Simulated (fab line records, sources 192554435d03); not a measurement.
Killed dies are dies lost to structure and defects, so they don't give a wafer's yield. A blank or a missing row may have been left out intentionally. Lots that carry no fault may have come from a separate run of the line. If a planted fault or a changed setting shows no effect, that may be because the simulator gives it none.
Which tool is to blame? | flow n5_finfet | Sampling: 24 lots, 72 wafers, 2 of 1938 route steps

== WHAT THE GAUGES READ, wafer by wafer ==
N5_BEOL_M11_INSPECT_58: inspects for defects (darkfield).
lot  | measured     | on                | raw_defect_count
L074 | day 10 15:47 | defect_inspect-01 | 39 37 45
L075 | day 11 03:59 | defect_inspect-02 | 67 56 60
L076 | day 11 07:12 | defect_inspect-02 | 37 77 53
L077 | day 11 09:47 | defect_inspect-02 | 91 78 54
L078 | day 11 17:05 | defect_inspect-01 | 78 62 71
L079 | day 12 05:00 | defect_inspect-01 | 71 77 36
L084 | day 12 11:10 | defect_inspect-02 | 58 58 61
L080 | day 12 11:53 | defect_inspect-01 | 51 73 32
L081 | day 12 14:22 | defect_inspect-01 | 53 36 70
L082 | day 12 19:28 | defect_inspect-01 | 75 75 96
L083 | day 13 05:45 | defect_inspect-01 | 49 53 82
L086 | day 13 14:38 | defect_inspect-02 | 44 49 48
L085 | day 13 17:08 | defect_inspect-01 | 33 72 59
L088 | day 14 07:35 | defect_inspect-02 | 84 68 89
L087 | day 14 08:59 | defect_inspect-02 | 110 132 121
L089 | day 14 11:22 | defect_inspect-02 | 74 64 67
L090 | day 14 14:53 | defect_inspect-02 | 30 27 53
L092 | day 14 22:59 | defect_inspect-02 | 69 45 74
L095 | day 15 07:37 | defect_inspect-01 | 119 73 68
L093 | day 15 11:20 | defect_inspect-01 | 62 63 60
L094 | day 15 17:46 | defect_inspect-02 | 114 123 145
L096 | day 16 05:17 | defect_inspect-01 | 86 46 85
L097 | day 16 09:23 | defect_inspect-02 | 62 56 53
L091 | day 16 23:23 | defect_inspect-02 | 67 68 60

== EACH LOT AND THE TOOL THAT RAN IT (in order: tool; ch and the chambers of the sampled wafers; start) ==
lot  | N5_BEOL_M11_SPUTTER_48
L074 | pvd_sputter-03, day 10 14:24
L075 | pvd_sputter-03, day 11 03:01
L076 | pvd_sputter-01, day 11 06:14
L077 | pvd_sputter-02, day 11 08:40
L078 | pvd_sputter-01, day 11 16:01
L079 | pvd_sputter-01, day 12 04:02
L084 | pvd_sputter-02, day 12 10:12
L080 | pvd_sputter-01, day 12 10:41
L081 | pvd_sputter-02, day 12 13:13
L082 | pvd_sputter-03, day 12 18:25
L083 | pvd_sputter-01, day 13 04:07
L086 | pvd_sputter-03, day 13 13:40
L085 | pvd_sputter-03, day 13 15:59
L088 | pvd_sputter-01, day 14 06:02
L087 | pvd_sputter-03, day 14 07:50
L089 | pvd_sputter-03, day 14 10:05
L090 | pvd_sputter-01, day 14 13:55
L092 | pvd_sputter-02, day 14 21:37
L095 | pvd_sputter-03, day 15 06:37
L093 | pvd_sputter-01, day 15 09:56
L094 | pvd_sputter-01, day 15 16:48
L096 | pvd_sputter-01, day 16 03:08
L097 | pvd_sputter-03, day 16 08:06
L091 | pvd_sputter-01, day 16 21:51
- N5_BEOL_M11_SPUTTER_48: material Cu, target thk 12 nm, time 2 s.

== WHAT THE TOOLS THEMSELVES READ (means of the sampled wafers that have a number; where no wafer has one, the mark that the record gives instead) ==
N5_BEOL_M11_SPUTTER_48.
lot  | tool           | cathode_dc_power_W (W) | throttle_valve_pct (%)
L074 | pvd_sputter-03 | 26003                  | 30.4
L075 | pvd_sputter-03 | 26000                  | 30.8
L076 | pvd_sputter-01 | 25999                  | 29.8
L077 | pvd_sputter-02 | 25999                  | 29.1
L078 | pvd_sputter-01 | 26004                  | 30.0
L079 | pvd_sputter-01 | 25998                  | 29.8
L084 | pvd_sputter-02 | 26000                  | 29.9
L080 | pvd_sputter-01 | 26000                  | 29.9
L081 | pvd_sputter-02 | 26001                  | 29.6
L082 | pvd_sputter-03 | 26000                  | 30.6
L083 | pvd_sputter-01 | 25999                  | 29.8
L086 | pvd_sputter-03 | 25998                  | 29.7
L085 | pvd_sputter-03 | 26000                  | 30.1
L088 | pvd_sputter-01 | 26001                  | 29.8
L087 | pvd_sputter-03 | 25996                  | 30.6
L089 | pvd_sputter-03 | 25999                  | 31.1
L090 | pvd_sputter-01 | 25999                  | 30.2
L092 | pvd_sputter-02 | 25999                  | 30.6
L095 | pvd_sputter-03 | 25998                  | 31.2
L093 | pvd_sputter-01 | 26002                  | 29.9
L094 | pvd_sputter-01 | 25997                  | 29.9
L096 | pvd_sputter-01 | 26001                  | 29.9
L097 | pvd_sputter-03 | 25993                  | 31.3
L091 | pvd_sputter-01 | 25998                  | 30.2

== THE ANSWER, worked out from the rows above alone ==
Rule: usual is defined by the lots themselves. The widest of any qualifying gaps counts: lots, ordered by their means at a reading, are off when they make up no more than a third of the lots, leave a main group of 4 or more, and stand apart from it by 3 or more times the standard deviation of that group's means. A main group whose means are all the same, to the digits that the tables above print for the reading, isn't used. Also off: a lot with no number at a reading for which 4 or more lots have one. The other lots that the step has rows for count as sound. After the gauges, taken in route order, come the tools' own readings; for these a lot's mean is taken, as printed above. The first step at which some lot is off is used, and at that step the reading that is off furthest; a lot without a number counts as furthest.
None of the lots is off at any reading shown; this tells nothing.

== WHAT HAD BEEN PUT IN BY THE SIMULATOR ==
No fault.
